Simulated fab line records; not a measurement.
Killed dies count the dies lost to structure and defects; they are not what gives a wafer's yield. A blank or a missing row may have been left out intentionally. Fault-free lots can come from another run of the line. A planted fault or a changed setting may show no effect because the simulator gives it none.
Which of the tools did it? || flow nand-harc || Sampling: 13 lots, 39 wafers, 5 of 1302 route steps

WHAT EACH GAUGE READ, for each wafer
NHARC_END_SORT_01. Usual: defect-limited-yield 91 %, standard deviation 3.4; killed-at-array 54, standard deviation 23; killed-at-other 1.2, standard deviation 1.5; killed-at-periphery 3.9, standard deviation 2.5; killed-dies 59, standard deviation 23; killed-open 3.2, standard deviation 1.7; killed-short 2.4, standard deviation 1.6; sort_bin_2_pct 3.0 %, standard deviation 1.4; sort_bin_3_pct 0.7 %, standard deviation 0.45; sort_bin_4_pct 5.0 %, standard deviation 1.9; sort-n-pass 618, standard deviation 23; sort-rim-yield-pct 92 %, standard deviation 3.8; sort-yield-pct 91 %, standard deviation 3.4.
{"lot": "L123", "measured": "day 25 11:55", "on": "prober-01", "defect-limited-yield (%)": "96 98 96", "killed-at-array": "19 15 23", "killed-at-other": "1 1 1", "killed-at-periphery": "6 0 3", "killed-dies": "26 16 27", "killed-open": "6 0 3", "killed-short": "8 3 3", "sort_bin_2_pct (%)": "0.4 0.3 0.6", "sort_bin_3_pct (%)": "0.1 0.1 0", "sort_bin_4_pct (%)": "3.2 1.9 3.4", "sort-n-pass": "651 661 650", "sort-rim-yield-pct (%)": "94 94 94", "sort-yield-pct (%)": "96 98 96", "flag": ""}
{"lot": "L129", "measured": "day 28 01:28", "on": "prober-02", "defect-limited-yield (%)": "88 89 87", "killed-at-array": "78 70 83", "killed-at-other": "0 0 1", "killed-at-periphery": "6 4 4", "killed-dies": "84 74 88", "killed-open": "4 4 4", "killed-short": "2 6 2", "sort_bin_2_pct (%)": "4.7 3.7 4.0", "sort_bin_3_pct (%)": "1.0 0.4 1.9", "sort_bin_4_pct (%)": "6.6 6.8 7.1", "sort-n-pass": "593 603 589", "sort-rim-yield-pct (%)": "91 87 88", "sort-yield-pct (%)": "88 89 87", "flag": ""}
{"lot": "L135", "measured": "day 30 17:50", "on": "prober-01", "defect-limited-yield (%)": "88 87 88", "killed-at-array": "74 84 73", "killed-at-other": "1 0 2", "killed-at-periphery": "7 3 7", "killed-dies": "82 87 82", "killed-open": "1 1 3", "killed-short": "1 2 2", "sort_bin_2_pct (%)": "5.0 4.0 5.9", "sort_bin_3_pct (%)": "1.0 0.9 0.6", "sort_bin_4_pct (%)": "6.1 8.0 5.6", "sort-n-pass": "595 590 595", "sort-rim-yield-pct (%)": "92 92 90", "sort-yield-pct (%)": "88 87 88", "flag": ""}
{"lot": "L136", "measured": "day 31 14:53", "on": "prober-01", "defect-limited-yield (%)": "91 90 89", "killed-at-array": "58 65 69", "killed-at-other": "1 0 0", "killed-at-periphery": "1 4 4", "killed-dies": "60 69 73", "killed-open": "4 5 1", "killed-short": "4 1 0", "sort_bin_2_pct (%)": "3.8 4.1 3.4", "sort_bin_3_pct (%)": "1.0 1.2 1.5", "sort_bin_4_pct (%)": "4.0 4.9 5.9", "sort-n-pass": "617 608 604", "sort-rim-yield-pct (%)": "91 92 90", "sort-yield-pct (%)": "91 90 89", "flag": ""}
{"lot": "L137", "measured": "day 31 22:11", "on": "prober-01", "defect-limited-yield (%)": "90 93 94", "killed-at-array": "64 45 33", "killed-at-other": "0 0 0", "killed-at-periphery": "5 0 5", "killed-dies": "69 45 38", "killed-open": "4 2 2", "killed-short": "2 1 1", "sort_bin_2_pct (%)": "3.5 2.5 2.8", "sort_bin_3_pct (%)": "0.7 0.4 0.1", "sort_bin_4_pct (%)": "5.9 3.7 2.7", "sort-n-pass": "608 632 639", "sort-rim-yield-pct (%)": "89 87 91", "sort-yield-pct (%)": "90 93 94", "flag": ""}
{"lot": "L138", "measured": "day 32 06:31", "on": "prober-02", "defect-limited-yield (%)": "88 87 87", "killed-at-array": "75 82 83", "killed-at-other": "1 0 0", "killed-at-periphery": "3 4 3", "killed-dies": "79 86 86", "killed-open": "1 2 3", "killed-short": "0 3 2", "sort_bin_2_pct (%)": "4.0 5.0 4.7", "sort_bin_3_pct (%)": "1.2 0.9 0.4", "sort_bin_4_pct (%)": "6.5 6.8 7.5", "sort-n-pass": "598 591 591", "sort-rim-yield-pct (%)": "93 92 92", "sort-yield-pct (%)": "88 87 87", "flag": ""}
{"lot": "L139", "measured": "day 32 06:44", "on": "prober-01", "defect-limited-yield (%)": "91 92 92", "killed-at-array": "54 53 48", "killed-at-other": "0 2 4", "killed-at-periphery": "7 1 1", "killed-dies": "61 56 53", "killed-open": "5 4 1", "killed-short": "3 3 1", "sort_bin_2_pct (%)": "2.5 3.8 3.0", "sort_bin_3_pct (%)": "0.7 0.3 0.3", "sort_bin_4_pct (%)": "5.8 4.1 4.6", "sort-n-pass": "616 621 624", "sort-rim-yield-pct (%)": "88 91 89", "sort-yield-pct (%)": "91 92 92", "flag": ""}

WHAT TOOL EACH LOT RAN ON (gives the tool, then ch and the chambers of the sampled wafers, and finally the start)
{"lot": "L120", "NHARC_P_M1_PRE_CLEAN_32": "pecvd-02 ch 0,1,2, day 6 06:38", "NHARC_P_M2_PVD_20": "pvd-sputter-02, day 6 09:20", "NHARC_P_M2_PVD_21": "pvd-sputter-02, day 6 09:57 or earlier", "NHARC_P_M2_ANNEAL_31": "rtp-anneal-01 ch 0, day 6 09:57"}
{"lot": "L123", "NHARC_P_M1_PRE_CLEAN_32": "pecvd-03 ch 0,1, day 7 13:53", "NHARC_P_M2_PVD_20": "pvd-sputter-02, day 7 16:49", "NHARC_P_M2_PVD_21": "pvd-sputter-02, day 7 17:23 or earlier", "NHARC_P_M2_ANNEAL_31": "rtp-anneal-01 ch 0, day 7 17:23"}
{"lot": "L122", "NHARC_P_M1_PRE_CLEAN_32": "pecvd-03 ch 1, day 7 16:25", "NHARC_P_M2_PVD_20": "pvd-sputter-02, day 7 19:10", "NHARC_P_M2_PVD_21": "pvd-sputter-02, day 7 19:48 or earlier", "NHARC_P_M2_ANNEAL_31": "rtp-anneal-01 ch 0, day 7 19:48"}
{"lot": "L125", "NHARC_P_M1_PRE_CLEAN_32": "pecvd-03 ch 0,1,2, day 8 14:20", "NHARC_P_M2_PVD_20": "pvd-sputter-02, day 8 17:01", "NHARC_P_M2_PVD_21": "pvd-sputter-02, day 8 17:38 or earlier", "NHARC_P_M2_ANNEAL_31": "rtp-anneal-02 ch 0, day 8 17:38"}
{"lot": "L129", "NHARC_P_M1_PRE_CLEAN_32": "pecvd-02 ch 0,1, day 9 21:49", "NHARC_P_M2_PVD_20": "pvd-sputter-02, day 10 00:30", "NHARC_P_M2_PVD_21": "pvd-sputter-02, day 10 01:13 or earlier", "NHARC_P_M2_ANNEAL_31": "rtp-anneal-02 ch 0, day 10 01:13"}
{"lot": "L135", "NHARC_P_M1_PRE_CLEAN_32": "pecvd-02 ch 0,1,2, day 12 12:34", "NHARC_P_M2_PVD_20": "pvd-sputter-02, day 12 15:13", "NHARC_P_M2_PVD_21": "pvd-sputter-02, day 12 15:49 or earlier", "NHARC_P_M2_ANNEAL_31": "rtp-anneal-01 ch 0, day 12 15:49"}
{"lot": "L136", "NHARC_P_M1_PRE_CLEAN_32": "pecvd-03 ch 0,1,2, day 13 02:29", "NHARC_P_M2_PVD_20": "pvd-sputter-03, day 13 05:14", "NHARC_P_M2_PVD_21": "pvd-sputter-03, day 13 05:52 or earlier", "NHARC_P_M2_ANNEAL_31": "rtp-anneal-01 ch 0, day 13 05:52"}
{"lot": "L137", "NHARC_P_M1_PRE_CLEAN_32": "pecvd-02 ch 1,2, day 13 11:54", "NHARC_P_M2_PVD_20": "pvd-sputter-01, day 13 14:28", "NHARC_P_M2_PVD_21": "pvd-sputter-01, day 13 15:05 or earlier", "NHARC_P_M2_ANNEAL_31": "rtp-anneal-01 ch 0, day 13 15:05"}
{"lot": "L138", "NHARC_P_M1_PRE_CLEAN_32": "pecvd-03 ch 0,1, day 13 18:18", "NHARC_P_M2_PVD_20": "pvd-sputter-01, day 13 20:53", "NHARC_P_M2_PVD_21": "pvd-sputter-01, day 13 21:37 or earlier", "NHARC_P_M2_ANNEAL_31": "rtp-anneal-01 ch 0, day 13 21:37"}
{"lot": "L140", "NHARC_P_M1_PRE_CLEAN_32": "pecvd-03 ch 0,2, day 14 09:49", "NHARC_P_M2_PVD_20": "pvd-sputter-02, day 14 12:20", "NHARC_P_M2_PVD_21": "pvd-sputter-02, day 14 13:01 or earlier", "NHARC_P_M2_ANNEAL_31": "rtp-anneal-02 ch 0, day 14 13:01"}
{"lot": "L139", "NHARC_P_M1_PRE_CLEAN_32": "pecvd-02 ch 1,2, day 14 10:38", "NHARC_P_M2_PVD_20": "pvd-sputter-02, day 14 13:09", "NHARC_P_M2_PVD_21": "pvd-sputter-02, day 14 13:49 or earlier", "NHARC_P_M2_ANNEAL_31": "rtp-anneal-01 ch 0, day 14 13:49"}
{"lot": "L141", "NHARC_P_M1_PRE_CLEAN_32": "pecvd-03 ch 0,1,2, day 14 22:05", "NHARC_P_M2_PVD_20": "pvd-sputter-01, day 15 00:37", "NHARC_P_M2_PVD_21": "pvd-sputter-01, day 15 01:13 or earlier", "NHARC_P_M2_ANNEAL_31": "rtp-anneal-01 ch 0, day 15 01:13"}
{"lot": "L142", "NHARC_P_M1_PRE_CLEAN_32": "pecvd-01 ch 1,2, day 15 10:52", "NHARC_P_M2_PVD_20": "pvd-sputter-02, day 15 14:02", "NHARC_P_M2_PVD_21": "pvd-sputter-02, day 15 14:43 or earlier", "NHARC_P_M2_ANNEAL_31": "rtp-anneal-01 ch 0, day 15 14:43"}
- NHARC_P_M1_PRE_CLEAN_32: time 12 s.
- NHARC_P_M2_PVD_20: deposits TaN, target thk 5 nm, time 8.06 s.
- NHARC_P_M2_PVD_21: deposits Cu, target thk 30 nm, time 20.49 s.
- NHARC_P_M2_ANNEAL_31: time 90 s.

AS READ BY THE TOOLS THEMSELVES (means over the sampled wafers that have a number; for cases with no such wafer, the mark the record gives instead)
NHARC_P_M1_PRE_CLEAN_32. Usual: 626 W for heater-power-w, sd 63.
{"lot": "L120", "tool": "pecvd-02", "heater-power-w (W)": 667, "flag": ""}
{"lot": "L123", "tool": "pecvd-03", "heater-power-w (W)": 510, "flag": ""}
{"lot": "L122", "tool": "pecvd-03", "heater-power-w (W)": 638, "flag": ""}
{"lot": "L125", "tool": "pecvd-03", "heater-power-w (W)": 596, "flag": ""}
{"lot": "L129", "tool": "pecvd-02", "heater-power-w (W)": 621, "flag": ""}
{"lot": "L135", "tool": "pecvd-02", "heater-power-w (W)": 606, "flag": ""}
{"lot": "L136", "tool": "pecvd-03", "heater-power-w (W)": 569, "flag": ""}
{"lot": "L137", "tool": "pecvd-02", "heater-power-w (W)": 602, "flag": ""}
{"lot": "L138", "tool": "pecvd-03", "heater-power-w (W)": 606, "flag": ""}
{"lot": "L140", "tool": "pecvd-03", "heater-power-w (W)": 623, "flag": ""}
{"lot": "L139", "tool": "pecvd-02", "heater-power-w (W)": 609, "flag": ""}
{"lot": "L141", "tool": "pecvd-03", "heater-power-w (W)": 617, "flag": ""}
{"lot": "L142", "tool": "pecvd-01", "heater-power-w (W)": 665, "flag": ""}

NHARC_P_M2_PVD_20. Usual: 30.1 % for throttle-valve-pct, sd 1.2.
{"lot": "L120", "tool": "pvd-sputter-02", "throttle-valve-pct (%)": 29.6, "flag": ""}
{"lot": "L123", "tool": "pvd-sputter-02", "throttle-valve-pct (%)": 30.7, "flag": ""}
{"lot": "L122", "tool": "pvd-sputter-02", "throttle-valve-pct (%)": 29.9, "flag": ""}
{"lot": "L125", "tool": "pvd-sputter-02", "throttle-valve-pct (%)": 28.9, "flag": ""}
{"lot": "L129", "tool": "pvd-sputter-02", "throttle-valve-pct (%)": 31.9, "flag": ""}
{"lot": "L135", "tool": "pvd-sputter-02", "throttle-valve-pct (%)": 30.8, "flag": ""}
{"lot": "L136", "tool": "pvd-sputter-03", "throttle-valve-pct (%)": 29.3, "flag": ""}
{"lot": "L137", "tool": "pvd-sputter-01", "throttle-valve-pct (%)": 30.2, "flag": ""}
{"lot": "L138", "tool": "pvd-sputter-01", "throttle-valve-pct (%)": 30.4, "flag": ""}
{"lot": "L140", "tool": "pvd-sputter-02", "throttle-valve-pct (%)": 30.1, "flag": ""}
{"lot": "L139", "tool": "pvd-sputter-02", "throttle-valve-pct (%)": 31.4, "flag": ""}
{"lot": "L141", "tool": "pvd-sputter-01", "throttle-valve-pct (%)": 30.9, "flag": ""}
{"lot": "L142", "tool": "pvd-sputter-02", "throttle-valve-pct (%)": 30.6, "flag": ""}

NHARC_P_M2_PVD_21. Usual: 30.2 % for throttle-valve-pct, sd 1.2.
{"lot": "L120", "tool": "pvd-sputter-02", "throttle-valve-pct (%)": 29.8, "flag": ""}
{"lot": "L123", "tool": "pvd-sputter-02", "throttle-valve-pct (%)": 29.9, "flag": ""}
{"lot": "L122", "tool": "pvd-sputter-02", "throttle-valve-pct (%)": 31.7, "flag": ""}
{"lot": "L125", "tool": "pvd-sputter-02", "throttle-valve-pct (%)": 31.0, "flag": ""}
{"lot": "L129", "tool": "pvd-sputter-02", "throttle-valve-pct (%)": 29.8, "flag": ""}
{"lot": "L135", "tool": "pvd-sputter-02", "throttle-valve-pct (%)": 29.7, "flag": ""}
{"lot": "L136", "tool": "pvd-sputter-03", "throttle-valve-pct (%)": 29.5, "flag": ""}
{"lot": "L137", "tool": "pvd-sputter-01", "throttle-valve-pct (%)": 31.0, "flag": ""}
{"lot": "L138", "tool": "pvd-sputter-01", "throttle-valve-pct (%)": 30.4, "flag": ""}
{"lot": "L140", "tool": "pvd-sputter-02", "throttle-valve-pct (%)": 30.3, "flag": ""}
{"lot": "L139", "tool": "pvd-sputter-02", "throttle-valve-pct (%)": 31.5, "flag": ""}
{"lot": "L141", "tool": "pvd-sputter-01", "throttle-valve-pct (%)": 30.5, "flag": ""}
{"lot": "L142", "tool": "pvd-sputter-02", "throttle-valve-pct (%)": 30.3, "flag": ""}

NHARC_P_M2_ANNEAL_31. Usual: 225.85 for wafer_temp_C_max, sd 0.22.
{"lot": "L120", "tool": "rtp-anneal-01", "wafer_temp_C_max": 225.63, "flag": ""}
{"lot": "L123", "tool": "rtp-anneal-01", "wafer_temp_C_max": 225.90, "flag": ""}
{"lot": "L122", "tool": "rtp-anneal-01", "wafer_temp_C_max": 226.02, "flag": ""}
{"lot": "L125", "tool": "rtp-anneal-02", "wafer_temp_C_max": 226.01, "flag": ""}
{"lot": "L129", "tool": "rtp-anneal-02", "wafer_temp_C_max": 225.90, "flag": ""}
{"lot": "L135", "tool": "rtp-anneal-01", "wafer_temp_C_max": 226.05, "flag": ""}
{"lot": "L136", "tool": "rtp-anneal-01", "wafer_temp_C_max": 225.99, "flag": ""}
{"lot": "L137", "tool": "rtp-anneal-01", "wafer_temp_C_max": 225.54, "flag": ""}
{"lot": "L138", "tool": "rtp-anneal-01", "wafer_temp_C_max": 225.44, "flag": ""}
{"lot": "L140", "tool": "rtp-anneal-02", "wafer_temp_C_max": 225.74, "flag": ""}
{"lot": "L139", "tool": "rtp-anneal-01", "wafer_temp_C_max": 225.91, "flag": ""}
{"lot": "L141", "tool": "rtp-anneal-01", "wafer_temp_C_max": 225.89, "flag": ""}
{"lot": "L142", "tool": "rtp-anneal-01", "wafer_temp_C_max": 225.94, "flag": ""}

THE ANSWER, worked out from the rows above alone
Rule: a lot counts as off when the mean over its wafers that have a number is more than 3 standard deviations away from the usual mean. A lot without any number at a reading at which 4 lots or more have one is off too. Any other lot the step has rows for is counted as sound. Order of review: gauges by route order, followed by the tools' own readings, for which a lot's mean as printed above is used. The first step at which some lot is off is used, and at that step the reading that is off furthest; a lot without a number counts as furthest.
Nothing can be told from this: no lot is off at any reading shown.

WHAT THE SIMULATOR HAD INSERTED
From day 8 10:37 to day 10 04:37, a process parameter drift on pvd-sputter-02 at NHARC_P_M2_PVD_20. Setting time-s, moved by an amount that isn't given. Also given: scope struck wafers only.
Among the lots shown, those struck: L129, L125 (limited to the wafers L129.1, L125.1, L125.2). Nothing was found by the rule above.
